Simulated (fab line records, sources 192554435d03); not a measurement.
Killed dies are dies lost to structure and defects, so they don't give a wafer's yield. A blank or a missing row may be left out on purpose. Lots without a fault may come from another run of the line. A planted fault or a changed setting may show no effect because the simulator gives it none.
A struck lot beside a sound one | flow n5_finfet | 20 steps out of a route of 1938
Sound: wafers L503.4, L503.5, L503.6. Struck: wafers L511.1, L511.5, L511.6. The cause comes at the end.
At each step with rows: each side's tool, then ch and its chambers, then its first start. Under that, the readings that differ: sound wafers | struck wafers | difference of the means | sigmas: that difference in standard deviations of wafers without a fault.
alike: readings whose means differ by less than 2 such deviations, and words and numbers that are the same on both sides. not compared: withheld readings, readings that some wafer has no value for, bounds like >300 that may hide the same value, and numbers for which the record gives no deviation and whose values overlap.
The two part at a step that has a row with sigmas, a row that says differs or no value, or rows on one side only. Numbers that don't overlap but have no deviation are shown without sigmas and don't part them. A reading that every wafer of one side lacks parts them only if that side has two wafers or more.

N5_BEOL_M0_SAQP_HM_DEP_02: deposits TiN, target thk 12 nm.
  sound on pvd_sputter-03, day 6 19:43; struck on pvd_sputter-03, day 8 21:32
  alike: throttle_valve_pct
N5_BEOL_M0_SAQP_PECVD_03: deposits SiCN from 3MS/NH3, target thk 12 nm, time 21.1 s.
  sound on pecvd-03 ch 0,1,2, day 6 19:52; struck on pecvd-02 ch 0,1, day 8 21:39
  reading                | sound       | struck      | difference | sigmas
  throttle_valve_pct (%) | 8.4 8.9 9.2 | 9.4 9.7 9.4 | +0.7       | +2
  alike: showerhead_plenum_p_Torr
N5_BEOL_M0_SAQP_PECVD_96: deposits a-Si from SiH4/He, target thk 45 nm, time 45.2 s.
  sound on pecvd-03 ch 0,1,2, day 6 19:54; struck on pecvd-02 ch 0,1, day 8 21:42
  alike: heater_power_w, showerhead_plenum_p_Torr, throttle_valve_pct
N5_BEOL_M0_SAQP_PECVD_97: deposits SiNx from SiH4/NH3/N2, target thk 23 nm, time 19.9 s.
  sound on pecvd-03 ch 0,1,2, day 6 19:56; struck on pecvd-02 ch 0,1, day 8 21:46
  alike: heater_power_w, showerhead_plenum_p_Torr, throttle_valve_pct
then, 1 step without rows for these wafers: N5_BEOL_M0_SAQP_PECVD_04 (deposits a-Si from SiH4/He, target thk 60 nm, time 60.2 s).
N5_BEOL_M0_SAQP_THK_MEAS_05:
  sound on film_metro-01, day 6 20:04; struck on film_metro-01, day 8 21:57
  alike: thk_nm
N5_BEOL_M0_SAQP_HM_DEP_111: deposits SiO2 from SiH4/N2O, target thk 12 nm, time 7.2 s.
  sound on pecvd-04 ch 0,1,2, day 6 20:07; struck on pecvd-04 ch 0,2, day 8 21:59
  alike: heater_power_w, showerhead_plenum_p_Torr
then, 5 steps without rows for these wafers: N5_BEOL_M0_SAQP_COAT_81 (time 60 s, resist thk 100 nm); N5_BEOL_M0_SAQP_COAT_82 (time 60 s, resist thk 30 nm); N5_BEOL_M0_SAQP_COAT_08 (resist thk 90 nm); N5_BEOL_M0_SAQP_EBR_10; N5_BEOL_M0_SAQP_SOFTBAKE_09 (time 60 s).
N5_BEOL_M0_SAQP_EXPOSE_11: exposes mask M0 CORE, target cd 42 nm.
  sound on arfi_scanner-01 ch 0, day 6 20:26; struck on arfi_scanner-03 ch 0, day 8 22:13
  reading                              | sound          | struck         | difference | sigmas
  model.BEOL_M0_SAQP.overlay_x_nm (nm) | -0.6 -0.6 -0.6 | 19.2 19.2 19.2 | +19.8      |
  alike: mask
then, 2 steps without rows for these wafers: N5_BEOL_M0_SAQP_PEB_12 (peb time 60 s); N5_BEOL_M0_SAQP_DEVELOP_13 (develop time 30 s).
N5_BEOL_M0_SAQP_CD_MEAS_14: target cd 42.5 nm.
  sound on cd_sem-03 ch 0, day 6 20:32; struck on cd_sem-03 ch 0, day 8 22:20
  alike: cd_nm
N5_BEOL_M0_SAQP_OVL_MEAS_15:
  sound on overlay-02 ch 0, day 6 20:34; struck on overlay-01 ch 0, day 8 22:22
  reading          | sound       | struck         | difference | sigmas
  M0_CORE_OVL (nm) | 0.8 0.5 1.6 | 21.3 18.7 19.3 | +18.8      | +22
N5_BEOL_M0_SAQP_INSPECT_16: inspects for defects (brightfield).
  sound on defect_inspect-01, day 6 20:36; struck on defect_inspect-01, day 8 22:23
  alike: raw_defect_count
-- the record jumps here: 3 days lie between the struck wafers' starts before and after (it left off in module BEOL_M0_SAQP and takes up again in module BEOL_M4, whose first step shown is number 1111 of the route) --
N5_BEOL_M4_RC_MEAS_101:
  sound on prober-02 ch 0, day 8 23:34; struck on prober-02 ch 0, day 11 14:38
  alike: DIBL_N, DIBL_P, IOFF_N, IOFF_P, ION_N, ION_P, SS_N, SS_P, VT_N, VT_P
then, 1 step without rows for these wafers: N5_PASSIVATION_PROBE_49.

WHERE THEY PART
First at N5_BEOL_M0_SAQP_PECVD_03; last, within this record, at N5_BEOL_M0_SAQP_OVL_MEAS_15. Later steps at which nothing parts them and some readings are alike: N5_BEOL_M0_SAQP_INSPECT_16, N5_BEOL_M4_RC_MEAS_101.

WHY: what the simulator had put in
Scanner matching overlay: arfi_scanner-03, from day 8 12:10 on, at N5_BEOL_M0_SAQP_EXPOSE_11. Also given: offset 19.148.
